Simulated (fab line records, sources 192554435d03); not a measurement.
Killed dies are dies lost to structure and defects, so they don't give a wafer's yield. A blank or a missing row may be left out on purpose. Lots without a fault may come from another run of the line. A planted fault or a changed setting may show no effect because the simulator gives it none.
One fault seen from 2 desks | flow n5_finfet | each desk has only its own numbers; what lay behind them comes last

THE METROLOGY DESK
What the gauges read, lot by lot, whatever tool the lot ran on: means of the sampled wafers that have a number. A lot is out of limits, marked OUT, if its mean lies more than 4 standard deviations from the usual mean; the brackets give that distance.
Columns: A = cd_nm at N5_BEOL_M8_CD_MEAS_11, usual 38.4 nm
lot  | first seen here | A
L857 | day 10 23:02    | 38.3
L855 | day 10 23:12    | 37.6
L860 | day 11 04:50    | 38.6
L858 | day 11 09:46    | 38.4
L856 | day 11 14:46    | 37.3
L862 | day 11 18:56    | 39.1
L863 | day 11 23:58    | 38.2
L868 | day 13 19:16    | 38.6
L869 | day 14 03:20    | 38.3
L871 | day 14 06:31    | 37.4
L875 | day 15 14:52    | 38.4
L876 | day 15 15:01    | 38.2
This desk's finding: nothing out of limits on any of the 12 lots.

THE TOOL OWNER'S DESK: litho_track-05
The tool's own readings at N5_BEOL_M8_COAT_71 (time 60 s, resist thk 5 nm): means of the sampled wafers that have a number, for each lot that ran on this tool. A lot is out of limits, marked OUT, if its mean lies more than 4 standard deviations from the usual mean; the brackets give that distance.
Columns: A = heater_power_total_W at N5_BEOL_M8_COAT_71, usual 391.9 W; B = plate_temp_C at N5_BEOL_M8_COAT_71, usual 204.98 C
lot  | first seen here | A               | B
L855 | day 11 03:28    | 392.5           | 204.93
L858 | day 11 13:23    | 392.3           | 204.96
L856 | day 11 17:02    | 391.8           | 204.91
L862 | day 11 20:43    | 374.7 (-14) OUT | 197.89 (-51) OUT
L863 | day 12 02:12    | 373.9 (-15) OUT | 198.02 (-50) OUT
L875 | day 15 16:28    | 391.4           | 205.07
This desk's finding: out of limits on L862, L863; first on L862, day 11 20:43 (heater_power_total_W at N5_BEOL_M8_COAT_71). In limits: L855, L858, L856, L875.

PUT TOGETHER
The tool owner's desk could have raised an alarm at day 11 20:43, on L862, L863.
The metrology desk saw nothing out of limits.
The metrology desk has L862, L863 on record, within its limits.
Of the lots named, all ran N5_BEOL_M8_COAT_71 on litho_track-05.

WHAT THE SIMULATOR HAD PUT IN
Process parameter drift: litho_track-05, from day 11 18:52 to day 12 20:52, at N5_BEOL_M8_COAT_71. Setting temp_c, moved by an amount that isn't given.
Lots struck among those shown: L862, L863.
Hours from the fault's start to each desk's first reading out of limits: the tool owner's desk, 2.
